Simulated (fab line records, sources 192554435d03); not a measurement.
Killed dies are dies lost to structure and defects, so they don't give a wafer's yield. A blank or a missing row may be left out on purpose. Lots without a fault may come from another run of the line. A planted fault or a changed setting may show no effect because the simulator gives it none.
fab line records | flow n5_finfet
record lots=4 wafers=10 last_day=15
route steps=1938 shown PMOS_HMC_CHANNEL_EPI@68 FIN_SAQP@90 BEOL_M4@1111 PASSIVATION@1936
lots that met no fault: from a run of the same line without faults
start_h: hours from the record's first day to the start of the lot's first wafer shown | wait_h: hours since the lot's step before | " the same as in the row above | L1.1+2: a row that stands for several wafers | - no value, or no start given | * or withheld: withheld | < > ~ a bound
route shown NAME@n: a module of which the file shows steps, and the number in the route of the first | usual: mean/standard deviation of fault-free wafers | same: alike in all rows | chamber/n: place in a boat | sites: the reading at each site | _std_site: their standard deviation | _edge_site: outer sites' mean less inner sites' | radius_mm: how far each site lies from the wafer's centre | mask NAME#n: copy n | behind: the tool/chamber that last shaped the wafer | hold: why the lot was held/for how many hours/how that ended | device: the transistor (n, p or np) that didn't switch | end of line: the same wafers' tests at the end of the route | a step without rows: its recipe alone | killed: dies lost to structure and defects at the first sort, not the wafer's yield | map: a wafer's dies, x killed, . not, _ none there
set.NAME: the setting as run; set.NAME@STEP: as run at that earlier step | model.NAME: the simulator's own value behind a step, which no gauge read
lots at some steps of the route; a table a step, a row a wafer
## steps
# step N5_PMOS_HMC_CHANNEL_EPI_DESCUM_14
# recipe chemistry=O2 time_s=7.9 source_power_w=50 bias_power_w=20 pressure_mtorr=20 rf_frequency_hz=2.712e+07 temp_c=40 resist=CAR-ArF-block o2_flow_sccm=225
# step N5_PMOS_HMC_CHANNEL_EPI_ETCH_32
# recipe chemistry=N2/H2 target=BARC stop_on=SiO2 target_depth_a=858 over_etch_frac=0.3 time_s=50.3 ion_energy_ev=200 mask_material=CAR-ArF-block pressure_mtorr=30 source_w=840 bias_w=150 n2_flow_sccm=200 h2_flow_sccm=200
# step N5_PMOS_HMC_CHANNEL_EPI_HM_OPEN_15
# recipe chemistry=CHF3/O2 target=SiO2 mask_material=CAR-ArF-block target_depth_a=406 CHF3_flow_sccm=50 O2_flow_sccm=5 Ar_flow_sccm=200 time_s=20.3 pressure_mtorr=30 source_w=650 bias_w=170 ion_energy_ev=200
# step N5_PMOS_HMC_CHANNEL_EPI_STRIP_33
# recipe chemistry=N2/H2 power_w=500 temp_c=40 pressure_mtorr=50 rf_frequency_hz=6e+07 overash_fraction=0.3 bias_power_w=8 h2_frac=0.5 n2_flow_sccm=300 h2_flow_sccm=300
# step N5_PMOS_HMC_CHANNEL_EPI_STRIP_17
# recipe chemistry=SPM time_s=750 temp_c=130 h2so4_h2o2_vol_ratio=4 dry=ipa_marangoni
# step N5_PMOS_HMC_CHANNEL_EPI_ETCH_38
# recipe chemistry=CF4 target=SiO2 target_depth_a=15 ion_energy_ev=350 pressure_mtorr=10 icp_w=800 bias_w=400 cf4_flow_sccm=80
# step N5_PMOS_HMC_CHANNEL_EPI_FIN_RECESS_16
# recipe chemistry=HBr/Cl2 target=Si mask_material=SiO2 target_depth_a=540 time_s=18 pressure_mtorr=10 icp_w=800 bias_w=75 HBr_flow_sccm=150 Cl2_flow_sccm=80
# step N5_PMOS_HMC_CHANNEL_EPI_PRECLEAN_36
# recipe chemistry=O3/DIW time_s=45 temp_c=22 o3_ppm=10
# step N5_PMOS_HMC_CHANNEL_EPI_PRECLEAN_18
# recipe chemistry=DHF time_s=30 temp_c=25 dilution=withheld
# step N5_PMOS_HMC_CHANNEL_EPI_SRD_19
# recipe dry=ipa_marangoni do_ppb=5 time_s=30 temp_c=23 rinse_liquid=diw
# step N5_PMOS_HMC_CHANNEL_EPI_EPI_20
# recipe material=SiGe30 mask_material=SiO2 pressure_torr=20 target_thk_a=590 temp_c=600
# columns lot.wafer tool chamber start_h wait_h model.SiGe30_of_PMOS_HMC_CHANNEL_EPI_EPI_20.thk_nm
L841.4 epi_rpcvd-04 0 48.86 0.6 59.19
L841.5 " 0 " " 58.77
L841.6 " 0 " " 58.81
L846.4 epi_rpcvd-04 0 78.66 0.6 44.88
L846.6 " 0 " " 58.8
L848.4 epi_rpcvd-04 0 91.34 0.6 45.5
L848.6 " 0 " " 59.63
L852.1 epi_rpcvd-01 0 113.59 0.0 59.23
L852.3 " 0 " " 58.84
L852.5 " 0 " " 58.95
# step N5_PMOS_HMC_CHANNEL_EPI_HM_STRIP_35
# recipe chemistry=dHF temp_c=25 material=SiO2 target=SiO2 target_depth_a=396 time_s=216
# step N5_PMOS_HMC_CHANNEL_EPI_SRD_39
# recipe dry=ipa_marangoni time_s=30 temp_c=23 rinse_liquid=diw
# step N5_PMOS_HMC_CHANNEL_EPI_CMP_21
# recipe material=SiGe30 post_cmp_clean=alkaline_brush target_thk_nm=54
# step N5_PMOS_HMC_CHANNEL_EPI_THK_MEAS_22
# recipe reads=SiGe30_of_PMOS_HMC_CHANNEL_EPI_EPI_20
# usual HMC_CMP_THK=54.6/1
# columns lot.wafer tool chamber start_h wait_h HMC_CMP_THK[nm]
L841.4 film_metro-01 - 49.89 - 56.0
L841.5 " - " " 56.2
L841.6 " - " " 54.9
L846.4 film_metro-02 - 79.70 - 44.8
L846.6 " - " " 56.2
L848.4 film_metro-01 - 92.37 - 45.5
L848.6 " - " " 55.5
L852.1 film_metro-01 - 115.63 - 54.1
L852.3 " - " " 55.0
L852.5 " - " " 54.2
# step N5_PMOS_HMC_CHANNEL_EPI_PRECLEAN_40
# recipe chemistry=DHF time_s=30 temp_c=25 dilution=withheld
# step N5_PMOS_HMC_CHANNEL_EPI_PRECLEAN_37
# recipe chemistry=O3/DIW time_s=45 temp_c=22 o3_ppm=10
# columns lot.wafer tool chamber start_h wait_h model.SiGe30_of_PMOS_HMC_CHANNEL_EPI_EPI_20.thk_nm
L841.4 wet_bench-03 3 49.93 0.0 53.23
L841.5 " 1 " " 53.34
L841.6 " 2 " " 53.22
L846.4 wet_bench-03 1 79.73 0.0 44.13
L846.6 " 2 " " 53.1
L848.4 wet_bench-03 0 92.41 0.0 44.75
L848.6 " 6 " " 53.23
L852.1 wet_bench-03 0 115.67 0.0 53.19
L852.3 " 3 " " 53.03
L852.5 " 1 " " 53.22
# step N5_PMOS_HMC_CHANNEL_EPI_PRECLEAN_24
# recipe chemistry=DHF time_s=30 temp_c=25 dilution=withheld
# step N5_PMOS_HMC_CHANNEL_EPI_SRD_25
# recipe dry=ipa_marangoni do_ppb=5 time_s=30 temp_c=23 rinse_liquid=diw
# step N5_PMOS_HMC_CHANNEL_EPI_EPI_26
# recipe material=Si target_thk_a=38 temp_c=650 precursor=SiH4/H2 pressure_torr=20 time_s=22.7
# step N5_FIN_SAQP_PRECLEAN_42
# recipe chemistry=O3/DIW time_s=60 temp_c=22 o3_ppm=10
# step N5_FIN_SAQP_PRECLEAN_00
# recipe chemistry=SC1 time_s=60 temp_c=55 mix=1:2:50
# step N5_FIN_SAQP_PRECLEAN_44
# recipe chemistry=SC2 time_s=45 temp_c=35 mix=1:1:50
# step N5_FIN_SAQP_SRD_01
# recipe dry=ipa_marangoni time_s=30 temp_c=23 rinse_liquid=diw
# step N5_FIN_SAQP_ALD_61
# recipe material=SiO2 target_thk_a=40 temp_c=300 ald_precursor_family=BDEAS ald_co_reactant=O2-plasma pulse_time_s=1 purge_time_s=2 co_reactant_purge_time_s=2 ald_cycles=43 pressure_torr=2
# step N5_FIN_SAQP_DENSIFY_62
# recipe temp_c=700 time_s=60 ambient=N2 idle_temp_c=600 ramp_up_c_per_s=150 ramp_down_c_per_s=60 cool_to_c=600
# step N5_FIN_SAQP_HM_DEP_03
# recipe material=SiNx target_thk_a=380 temp_c=400 precursor=SiH4/NH3/N2 pressure_torr=1.5 rf_w=300 time_s=33.6
# step N5_FIN_SAQP_PECVD_47
# recipe material=a-Si target_thk_a=450 temp_c=400 precursor=SiH4/He pressure_torr=3 rf_w=100 time_s=36.3
# step N5_FIN_SAQP_PECVD_48
# recipe material=SiNx target_thk_a=250 temp_c=400 precursor=SiH4/NH3/N2 pressure_torr=1.5 rf_w=300 time_s=22.1
# step N5_FIN_SAQP_PECVD_06
# recipe material=a-Si target_thk_a=600 temp_c=400 precursor=SiH4/He pressure_torr=3 rf_w=100 time_s=48.1
# step N5_FIN_SAQP_HM_DEP_72
# recipe material=SiO2 target_thk_a=120 temp_c=400 precursor=SiH4/N2O pressure_torr=0.75 rf_w=275 time_s=7.2
# step N5_FIN_SAQP_COAT_49
# recipe resist=SOC temp_c=250 time_s=60 spin_rpm=1500 resist_thk_nm=100
# step N5_FIN_SAQP_COAT_50
# recipe resist=SiARC temp_c=220 time_s=60 spin_rpm=1500 resist_thk_nm=35
# step N5_FIN_SAQP_COAT_10
# recipe resist=CAR-ArF spin_rpm=1500 resist_thk_nm=90
# step N5_FIN_SAQP_EBR_12
# recipe solvent=PGMEA ebr_width_mm=1.5
# step N5_FIN_SAQP_SOFTBAKE_11
# recipe temp_c=110 time_s=60 resist=CAR-ArF
# step N5_BEOL_M4_RC_MEAS_101
# usual DIBL_N=37.5/2 DIBL_P=37.5/2.5 IOFF_N=0.18/0.042 IOFF_P=0.24/0.046 IOFF_P_85C=4.0/0.65 IOFF_P_LIN=0.107/0.016 ION_N=677/15 ION_P=464/9.5 REXT_P=101/3.1 RS_NWELL=1037/6.7 SS_N=72.0/0.76 SS_P=73.6/0.79 VT_N=249/3.5 VT_P=-249/3.2
# columns lot.wafer tool chamber start_h wait_h DIBL_N[mV/V] DIBL_P[mV/V] IOFF_N[nA/um] IOFF_P[nA/um] IOFF_P_85C[nA/um] IOFF_P_LIN[nA/um] ION_N[uA/um] ION_P[uA/um] REXT_P[ohm.um] RS_NWELL[ohm/sq] SS_N[mV/dec] SS_P[mV/dec] VT_N[mV] VT_P[mV]
L841.4 prober-01 0 195.50 0.5 39.9 41.6 0.27 0.35 5.5 0.135 674 451 98 1042 73.4 75.9 244 -248
L841.5 " 0 " " 38.8 38.5 0.25 0.25 4.3 0.114 688 461 98 1041 73.1 73.8 245 -249
L841.6 " 0 " " 34.3 35.8 0.15 0.19 3.4 0.093 687 469 97 1041 71.6 73.0 251 -252
L846.4 prober-01 0 225.35 0.5 38.0 104.1 0.22 26.56 214.7 0.462 694 399 114 1059 71.8 132.0 245 -244
L846.6 " 0 " " 38.4 39.7 0.24 0.28 4.7 0.119 680 467 101 1041 72.7 75.1 249 -246
L848.4 prober-01 0 244.94 0.5 36.1 57.3 0.14 2.35 27.4 0.149 658 391 114 1055 71.3 97.8 251 -251
L848.6 " 0 " " 37.2 34.7 0.14 0.18 3.2 0.088 654 451 105 1043 71.6 73.7 253 -253
L852.1 prober-02 0 253.38 0.0 37.7 36.9 0.17 0.22 3.8 0.102 665 458 95 1034 71.9 73.0 252 -251
L852.3 " 0 " " 36.1 35.2 0.13 0.19 3.3 0.090 656 453 95 1046 71.2 72.4 256 -253
L852.5 " 0 " " 38.3 38.4 0.19 0.23 4.0 0.106 703 482 94 1049 71.4 73.3 246 -247
# step N5_PASSIVATION_PROBE_49
# usual defect_limited_yield=91.8/1.5 killed_at_M0_to_M3=33/11 killed_at_M4_up=13/5 killed_at_contacts=11/5.6 killed_at_front_end=36/12 killed_at_other=3.4/2.5 killed_dies=97/18 killed_open=64/13 killed_short=31/6.9 sort_bin_4_leakage=0.01/0.048 sort_bin_5_function=4.8/1 sort_bin_6_memory=3.1/0.64 sort_n_pass=1083/18 sort_yield_pct=91.8/1.5
# same gross_dies=1180 killed_at_back_side=0 sort_bin_8_speed[%]=0
# columns lot.wafer tool chamber start_h wait_h defect_limited_yield[%] killed_at_M0_to_M3 killed_at_M4_up killed_at_contacts killed_at_front_end killed_at_other killed_dies killed_open killed_short sort_bin_4_leakage[%] sort_bin_5_function[%] sort_bin_6_memory[%] sort_n_pass sort_yield_pct[%]
L846.4 prober-01 - 325.60 0.2 91.3 20 15 13 53 2 103 70 21 91.27 4.5 3.1 0 0
L846.6 prober-01 - 325.70 0.3 92.5 19 22 9 37 2 89 64 24 0 4.0 3.4 1091 92.5
L848.4 prober-01 - 349.18 0.2 91.1 41 8 20 36 0 105 72 32 91.10 5.3 3.4 0 0
L852.5 prober-01 - 370.37 0.2 90.1 47 17 13 38 2 117 84 33 0 5.6 3.9 1063 90.1
# killed by level:class
L846.4 STI_FIN_REVEAL:geometric_particle:open=21 MOL_CONTACT_COAG:geometric_particle:open=10 HKMG_FIN:area_etch=10 BEOL_M2:geometric_particle:open=9 FIN_SAQP:geometric_particle:open=8 DUMMY_GATE:geometric_particle:open=4 MOL_CONTACT_COAG:geometric_particle:short=3 BEOL_M2:geometric_particle:short=3
L846.6 DUMMY_GATE:geometric_particle:open=8 MOL_CONTACT_COAG:geometric_particle:open=8 BEOL_M4:geometric_particle:open=8 FIN_SAQP:geometric_particle:open=7 BEOL_M1:geometric_particle:open=5 BEOL_M3:geometric_particle:open=5 STI_FIN_REVEAL:geometric_particle:open=4 STI_FIN_REVEAL:geometric_particle:short=4
L848.4 MOL_CONTACT_COAG:geometric_particle:open=17 BEOL_M3:geometric_particle:open=13 FIN_SAQP:geometric_particle:open=9 BEOL_M0_SAQP:geometric_particle:open=9 FIN_SAQP:geometric_particle:short=8 BEOL_M0_SAQP:geometric_particle:short=8 BEOL_M4:geometric_particle:open=5 BEOL_M2:geometric_particle:open=5
L852.5 BEOL_M1:geometric_particle:open=15 MOL_CONTACT_COAG:geometric_particle:open=12 BEOL_M0_SAQP:geometric_particle:open=11 FIN_SAQP:geometric_particle:short=9 STI_FIN_REVEAL:geometric_particle:open=9 FIN_SAQP:geometric_particle:open=6 BEOL_M0_SAQP:geometric_particle:short=6 BEOL_M3:geometric_particle:open=5
# map L846.4 (x killed, . not)
_________________.x..........________________
______________............x....._____________
___________...x...x....x....x......__________
__________x.....x.......x...x......._________
________..x....x......................_______
_______.....xx...............x...x.....______
______....................x.x..........._____
_____.............xxxx...................____
____.x................x.............x.....___
___....x......x.................x..........__
___........................................__
__.x.......x.x.............................._
__.x........................x.........x....._
_..x......x.....x..........x.............x...
_.........x...............x...x......x......x
_.........x..................x.x..x........xx
_.....x........x................x...........x
_...........x.............xx.................
_x.........x.x...................x........x..
_....x...............................xx.....x
_x.....x.................x.......x..........x
__.................................x........_
__...................x......................_
___...x......x..........x.......x..........__
___.........x.x...x......................x.__
____........................x..xx.........___
_____.....x........................x.....____
______...x.......xx..x.........x........_____
_______x..x........x......x.x..........______
________...x.................x........_______
__________............x............x_________
___________........................__________
______________............x....._____________
_________________..........xx________________
# map L848.4 (x killed, . not)
_________________............________________
______________..x............x.x_____________
___________.....x................x.__________
__________..........x..............._________
________........xx...........x........_______
_______......x....x............x.....x.______
______...........x...................x.._____
_____..x.................x.....x.........____
____x..x....................x.............___
___...................x.....x..............__
___....x.....x......x..x......x............__
__......x................x.......x.x........_
__x........................x.x.x.x.x.....x.._
_.......x...x...................x............
_..x......x......x.xx..........xx.......x....
_............x.....x.....xx............x.....
_............x....x.x.x..x..x................
_x...........x....x....................x.....
_...x.xx............x.x......................
_........x......x........................x...
_.......x....................................
__...........x....x....x....x...........x..._
__..................................x......._
___................x................x...x..__
___.................x............x...x..x..__
____......................................___
_____...............x..xx................____
______.............x...................._____
_______.x...........................x..______
________.x..........x...xxx..........._______
__________..................x......._________
___________.x..........x....x......__________
______________......x..........._____________
_________________..x......x..________________
## key
first_sign step=N5_PMOS_HMC_CHANNEL_EPI_THK_MEAS_22 reading=HMC_CMP_THK direction=down sigmas=9.2 usual=54.6 struck=45.2
effect step=N5_BEOL_M4_RC_MEAS_101 reading=IOFF_P direction=up sigmas=99+ usual=0.24 struck=14.45
effect step=N5_BEOL_M4_RC_MEAS_101 reading=IOFF_P_85C direction=up sigmas=99+ usual=4.0 struck=121.0
effect step=N5_BEOL_M4_RC_MEAS_101 reading=SS_P direction=up sigmas=52 usual=73.6 struck=114.9
effect step=N5_BEOL_M4_RC_MEAS_101 reading=DIBL_P direction=up sigmas=17 usual=37.5 struck=80.7
effect step=N5_BEOL_M4_RC_MEAS_101 reading=IOFF_P_LIN direction=up sigmas=13 usual=0.107 struck=0.305
effect step=N5_BEOL_M4_RC_MEAS_101 reading=ION_P direction=down sigmas=7.3 usual=464 struck=395
effect step=N5_BEOL_M4_RC_MEAS_101 reading=REXT_P direction=up sigmas=4.5 usual=101 struck=114
effect step=N5_BEOL_M4_RC_MEAS_101 reading=RS_NWELL direction=up sigmas=2.9 usual=1037 struck=1057
effect step=N5_PASSIVATION_PROBE_49 reading=sort_bin_4_leakage direction=up sigmas=99+ usual=0.01 struck=91.19
model_effect step=N5_PMOS_HMC_CHANNEL_EPI_EPI_20 value=SiGe30_of_PMOS_HMC_CHANNEL_EPI_EPI_20.thk_nm without=59.72 struck=45.19
model_effect step=N5_PMOS_HMC_CHANNEL_EPI_PRECLEAN_37 value=SiGe30_of_PMOS_HMC_CHANNEL_EPI_EPI_20.thk_nm without=53 struck=44.44
met_at N5_PMOS_HMC_CHANNEL_EPI_EPI_20
struck_wafers L846.4,L848.4
baseline_loss step=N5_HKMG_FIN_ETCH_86 wafers=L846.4
onset_between 48.86 78.66
fault kind=process_parameter_drift tool=epi_rpcvd-04 chamber=- onset_h=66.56 steps=N5_PMOS_HMC_CHANNEL_EPI_EPI_20 channel=target_thk_a offset=* shape=step end_h=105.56 scope=struck_wafers_only acts_in=* stated=*
# baseline_loss: these wafers lose ten dies or more at that step, a loss of the line's own and not of a fault; the sort's usual values leave them out
